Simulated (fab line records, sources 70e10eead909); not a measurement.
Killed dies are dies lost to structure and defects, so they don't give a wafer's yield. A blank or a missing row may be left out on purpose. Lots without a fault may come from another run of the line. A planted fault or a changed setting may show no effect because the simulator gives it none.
fab line records | flow nand_harc
record lots=12 wafers=36 last_day=24
route steps=1159 shown P_M0@266 P_M1@293
lots that met no fault: from a run of the same line without faults
start_h: hours from the record's first day to the start of the lot's first wafer shown | wait_h: hours since the lot's step before | " the same as in the row above | L1.1+2: a row that stands for several wafers | - no value, or no start given | * or withheld: withheld | < > ~ a bound
route shown NAME@n: a module of which the file shows steps, and the number in the route of the first | usual: mean/standard deviation of fault-free wafers | same: alike in all rows | chamber/n: place in a boat | sites: the reading at each site | _std_site: their standard deviation | _edge_site: outer sites' mean less inner sites' | radius_mm: how far each site lies from the wafer's centre | mask NAME#n: copy n | behind: the tool/chamber that last shaped the wafer | hold: why the lot was held/for how many hours/how that ended | device: the transistor (n, p or np) that didn't switch | end of line: the same wafers' tests at the end of the route | a step without rows: its recipe alone | killed: dies lost to structure and defects at the first sort, not the wafer's yield | map: a wafer's dies, x killed, . not, _ none there
set.NAME: the setting as run; set.NAME@STEP: as run at that earlier step | model.NAME: the simulator's own value behind a step, which no gauge read
steps of the route over a sample of lots; a table a step, a row a wafer
services: from which hour (start_h, from the record's first day; less than 0 if before it) a tool's chamber was out of use, for how many hours, and why
## steps
# step NHARC_P_M0_DESCUM_14
# recipe time_s=3 o2_flow_sccm=200 ar_flow_sccm=0 bias_power_w=0 chemistry=O2
# usual drypump_motor_current_A=6.0/0.49 oes_product_au=1.002/0.0071 rf_vpp_V=57.8/0.84 showerhead_plenum_p_Torr=1.92/0.062 throttle_valve_pct=11.312/0.0085
# columns lot.wafer tool chamber start_h wait_h drypump_motor_current_A oes_product_au rf_hours_counter_h rf_vpp_V showerhead_plenum_p_Torr throttle_valve_pct
L973.4 rie_diel-01 3 117.71 0.1 5.3 0.991 8.5 58.9 1.93 11.310
L973.2 " 0 " " 6.7 1.007 7.5 60.1 2.04 11.330
L973.5 " 2 " " 6.7 1.007 - 56.7 1.91 11.314
L977.4 rie_diel-01 2 134.07 0.1 6.7 1.009 9.6 58.6 1.91 11.316
L977.3 " 1 " " 6.0 1.014 8.4 57.5 1.88 11.309
L977.5 " 3 " " 5.3 1.007 - 57.5 1.93 11.304
L980.2 rie_diel-09 0 159.74 0.1 6.0 1.007 4.3 56.8 1.96 11.311
L980.3 " 1 " " 5.3 1.005 4.8 58.4 1.96 11.308
L980.6 " 1 " " 5.3 1.001 - 57.8 1.96 11.311
L982.1 rie_diel-09 2 175.03 0.1 5.9 1.006 6.2 58.2 1.87 11.312
L982.3 " 3 " " 5.8 0.989 5.8 58.5 1.86 11.317
L982.5 " 2 " " 5.9 1.005 - 56.9 1.87 11.308
L988.1 rie_diel-09 0 217.95 0.1 5.9 1.003 8.7 57.2 1.96 11.313
L988.2 " 1 " " 5.3 0.996 8.8 59.2 1.95 11.330
L988.4 " 3 " " 5.7 1.003 8.3 56.2 1.85 11.305
L989.1 rie_diel-09 1 218.37 0.1 5.3 0.992 8.8 57.0 1.96 11.312
L989.2 " 2 " " 6.0 0.991 8.5 57.6 1.87 11.322
L989.6 " 0 " " 6.0 0.987 - 57.6 1.96 11.324
L990.2 rie_diel-13 0 227.93 0.1 6.4 0.997 6.1 55.5 1.81 11.311
L990.1 " 1 " " 6.3 1.008 6.8 57.0 1.87 11.313
L990.5 " 3 " " 5.6 1.002 - 58.6 1.87 11.299
L992.2 rie_diel-01 2 230.08 0.1 6.7 0.998 4.5 57.0 1.91 11.308
L992.1 " 1 " " 6.0 0.999 4.6 57.5 1.87 11.315
L992.6 " 2 " " 6.7 0.996 - 58.0 1.91 11.303
L993.1 rie_diel-01 2 238.64 0.1 6.7 1.000 5.0 56.5 1.90 11.316
L993.5 " 1 " " 6.0 0.996 - 57.6 1.87 11.311
L993.6 " 2 " " 6.7 0.995 - 58.4 1.91 11.310
L994.1 rie_diel-13 1 241.13 0.1 6.3 0.998 8.0 56.5 1.87 11.311
L994.5 " 1 " " 6.3 0.999 - 57.9 1.87 11.325
L994.4 " 2 " " 5.8 1.009 - 56.7 2.01 11.301
L995.2 rie_diel-01 1 243.13 0.1 6.0 1.012 5.7 57.7 1.87 11.321
L995.4 " 3 " " 5.2 0.996 6.2 57.9 1.93 11.307
L995.6 " 2 " " 6.7 1.005 - 57.5 1.90 11.306
L996.4 rie_diel-01 0 249.53 0.1 6.7 1.002 6.9 56.1 2.04 11.315
L996.1 " 1 " " 6.0 0.996 6.3 58.5 1.87 11.326
L996.2 " 3 " " 5.2 1.000 7.0 58.2 1.93 11.301
# step NHARC_P_M0_PVD_20
# recipe target_thk_a=50 bias_v=168.6 power_w=15000 chamber_pressure_pa=0.12 time_s=8.06 substrate_temp_c=50 material=TaN
# usual throttle_valve_pct=30.1/0.82
# columns lot.wafer tool chamber start_h wait_h throttle_valve_pct
L973.4 pvd_sputter-01 - - - 30.0
L973.2 " - " " 30.3
L973.5 " - " " 29.2
L977.3 pvd_sputter-02 - - - 30.9
L977.4 " - " " 28.0
L977.5 " - " " 30.8
L980.3 pvd_sputter-02 - - - 30.1
L980.2 " - " " 28.2
L980.6 " - " " 30.3
L982.1 pvd_sputter-03 - - - 29.8
L982.3 " - " " 30.7
L982.5 " - " " 30.6
L988.4 pvd_sputter-01 - - - 30.3
L988.2 " - " " 29.8
L988.1 " - " " 29.7
L989.2 pvd_sputter-01 - - - 29.8
L989.1 " - " " 29.8
L989.6 " - " " 29.8
L990.1 pvd_sputter-02 - - - 30.3
L990.2 " - " " 31.1
L990.5 " - " " 30.9
L992.1 pvd_sputter-03 - - - 29.7
L992.2 " - " " 29.9
L992.6 " - " " 29.7
L993.1 pvd_sputter-03 - - - 29.4
L993.5 " - " " 29.7
L993.6 " - " " 30.9
L994.4 pvd_sputter-03 - - - 30.0
L994.1 " - " " 30.6
L994.5 " - " " 29.7
L995.2 pvd_sputter-03 - - - 31.1
L995.4 " - " " 30.0
L995.6 " - " " 30.0
L996.4 pvd_sputter-02 - - - 28.5
L996.1 " - " " 31.2
L996.2 " - " " 30.4
# step NHARC_P_M1_PEB_07
# recipe peb_temp_c=100 peb_time_s=65
# usual heater_power_total_W=156.6/0.42 plate_temp_C=100.02/0.12
# columns lot.wafer tool chamber start_h wait_h heater_power_total_W plate_temp_C
L973.2 litho_track-01 0 121.48 0.1 157.1 100.08
L973.4 " 0 " " 156.7 100.20
L973.5 " 0 " " 156.2 100.26
L977.3 litho_track-04 0 137.81 0.0 157.1 100.03
L977.4 " 0 " " 157.1 100.26
L977.5 " 0 " " 156.8 100.21
L980.2 litho_track-01 0 163.55 0.1 254.0 -
L980.3 " 0 " " 253.0 -
L980.6 " 0 " " 254.8 -
L982.1 litho_track-01 0 178.92 0.1 254.3 -
L982.3 " 0 " " 254.0 -
L982.5 " 0 " " 253.9 -
L988.1 litho_track-04 0 221.75 0.1 157.0 100.14
L988.2 " 0 " " 156.6 100.20
L988.4 " 0 " " 156.9 100.07
L989.1 litho_track-04 0 223.09 0.1 156.0 99.82
L989.2 " 0 " " 156.1 99.84
L989.6 " 0 " " 157.0 99.86
L990.1 litho_track-04 0 231.77 0.1 157.0 99.84
L990.2 " 0 " " 157.0 100.01
L990.5 " 0 " " 156.6 100.02
L992.1 litho_track-01 0 233.94 0.1 156.4 100.01
L992.2 " 0 " " 157.2 99.91
L992.6 " 0 " " 156.8 99.99
L993.1 litho_track-06 0 242.50 0.1 156.4 99.91
L993.5 " 0 " " 157.1 99.85
L993.6 " 0 " " 156.4 99.94
L994.1 litho_track-04 0 245.13 0.1 156.8 100.07
L994.4 " 0 " " 156.4 99.73
L994.5 " 0 " " 157.1 99.75
L995.2 litho_track-06 0 248.84 0.1 157.1 99.94
L995.4 " 0 " " 157.1 99.99
L995.6 " 0 " " 157.1 100.08
L996.1 litho_track-04 0 253.66 0.1 156.1 99.88
L996.2 " 0 " " 157.1 100.04
L996.4 " 0 " " 156.1 99.86
# step NHARC_P_M1_CD_MEAS_09
# recipe target_cd_nm=130 landing_energy_ev=500
# usual cd_nm=130.0/0.42
# columns lot.wafer tool chamber start_h wait_h cd_nm
L973.2 cd_sem-03 0 121.56 - 129.8
L973.4 " 0 " " 129.8
L973.5 " 0 " " 130.0
L977.3 cd_sem-03 0 137.89 - 130.4
L977.4 " 0 " " 129.8
L977.5 " 0 " " 130.4
L980.2 cd_sem-01 0 163.63 - 93.5
L980.3 " 0 " " 93.8
L980.6 " 0 " " 94.1
L982.1 cd_sem-02 0 179.00 - 93.7
L982.3 " 0 " " 94.6
L982.5 " 0 " " 94.2
L988.1 cd_sem-01 0 221.83 - 130.0
L988.2 " 0 " " 129.7
L988.4 " 0 " " 130.4
L989.1 cd_sem-01 0 223.18 - 130.2
L989.2 " 0 " " 130.8
L989.6 " 0 " " 130.2
L990.1 cd_sem-02 0 231.85 - 129.7
L990.2 " 0 " " 129.5
L990.5 " 0 " " 129.7
L992.1 cd_sem-01 0 234.02 - 130.1
L992.2 " 0 " " 130.7
L992.6 " 0 " " 130.0
L993.1 cd_sem-02 0 242.58 - 129.9
L993.5 " 0 " " 129.9
L993.6 " 0 " " 130.3
L994.1 cd_sem-02 0 245.20 - 130.3
L994.4 " 0 " " 129.9
L994.5 " 0 " " 129.8
L995.2 cd_sem-02 0 248.92 - 129.4
L995.4 " 0 " " 129.5
L995.6 " 0 " " 129.7
L996.1 cd_sem-02 0 253.74 - 130.7
L996.2 " 0 " " 130.9
L996.4 " 0 " " 130.5
# step NHARC_P_M1_PVD_21
# recipe target_thk_a=300 chamber_pressure_pa=5 power_w=5000 substrate_temp_c=30 time_s=20.49 material=Cu
# usual throttle_valve_pct=30.1/0.83
# columns lot.wafer tool chamber start_h wait_h throttle_valve_pct
L973.2 pvd_sputter-03 - - - 29.9
L973.4 " - " " 30.7
L973.5 " - " " 31.0
L977.4 pvd_sputter-03 - - - 29.8
L977.3 " - " " 29.5
L977.5 " - " " 30.8
L980.3 pvd_sputter-03 - - - 29.9
L980.2 " - " " 29.5
L980.6 " - " " 29.7
L982.1 pvd_sputter-03 - - - 29.4
L982.3 " - " " 30.7
L982.5 " - " " 29.6
L988.2 pvd_sputter-03 - - - 31.0
L988.1 " - " " 29.7
L988.4 " - " " 30.8
L989.2 pvd_sputter-02 - - - 31.4
L989.1 " - " " 31.4
L989.6 " - " " 31.5
L990.1 pvd_sputter-01 - - - 30.5
L990.2 " - " " 29.2
L990.5 " - " " 30.3
L992.1 pvd_sputter-03 - - - 30.8
L992.2 " - " " 31.0
L992.6 " - " " 29.9
L993.1 pvd_sputter-01 - - - 30.5
L993.6 " - " " 30.3
L993.5 " - " " 30.0
L994.4 pvd_sputter-01 - - - 30.0
L994.1 " - " " 30.4
L994.5 " - " " 30.0
L995.4 pvd_sputter-02 - - - 30.8
L995.2 " - " " 28.5
L995.6 " - " " 31.1
L996.4 pvd_sputter-03 - - - 31.0
L996.1 " - " " 31.0
L996.2 " - " " 29.6
## services
# columns tool chamber start_h hours kind
rie_diel-13 - 99.00 9.0 pm
pvd_sputter-03 - 102.00 10.0 pm
rie_diel-01 0 116.80 - clean
rie_diel-01 1 116.80 - clean
rie_diel-01 2 116.80 - clean
rie_diel-01 3 116.80 - clean
litho_track-06 - 117.00 7.0 pm
rie_diel-13 1 117.18 2.7 repair
pvd_sputter-01 - 122.65 1.6 repair
pvd_sputter-03 - 127.02 8.8 repair
rie_diel-01 - 137.80 9.0 pm
rie_diel-01 0 137.80 9.0 vent_cycle
rie_diel-01 1 137.80 14.2 vent_cycle
rie_diel-01 2 137.80 9.0 vent_cycle
litho_track-04 - 141.00 7.0 pm
pvd_sputter-01 - 150.90 3.5 repair
pvd_sputter-01 - 158.00 10.0 pm
pvd_sputter-02 - 170.59 4.0 repair
pvd_sputter-01 - 174.45 6.7 repair
pvd_sputter-03 - 191.86 2.5 repair
pvd_sputter-02 - 209.49 1.5 repair
pvd_sputter-02 - 214.00 10.0 pm
rie_diel-13 0 239.72 8.6 repair
rie_diel-09 - 254.10 9.0 pm
## key
first_sign step=NHARC_P_M1_PEB_07 reading=heater_power_total_W direction=up sigmas=99+ usual=* struck=*
effect step=NHARC_P_M1_CD_MEAS_09 reading=cd_nm direction=down sigmas=86 usual=130.0 struck=94.0
met_at NHARC_P_M1_PEB_07
struck_lots L980,L982
later_rows_left_out L980.2,L980.3,L980.6,L982.1,L982.3,L982.5
sort_left_out L980.2,L980.3,L980.6,L982.1,L982.3,L982.5
not_acting_at NHARC_P_M0_DESCUM_14,NHARC_P_M0_PVD_20,NHARC_P_M1_PVD_21
onset_between 121.48 163.55
fault kind=process_parameter_drift tool=litho_track-01 chamber=- onset_h=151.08 steps=NHARC_P_M1_PEB_07 channel=peb_time_s offset=* shape=step end_h=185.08 acts_in=* stated=*
# sort_left_out: the simulated sort isn't trusted on such a fault, so these wafers' sort isn't shown, and their yield isn't known
# later_rows_left_out: the simulator's readings of these wafers behind a module that went badly wrong aren't trusted and aren't shown, but for the sort
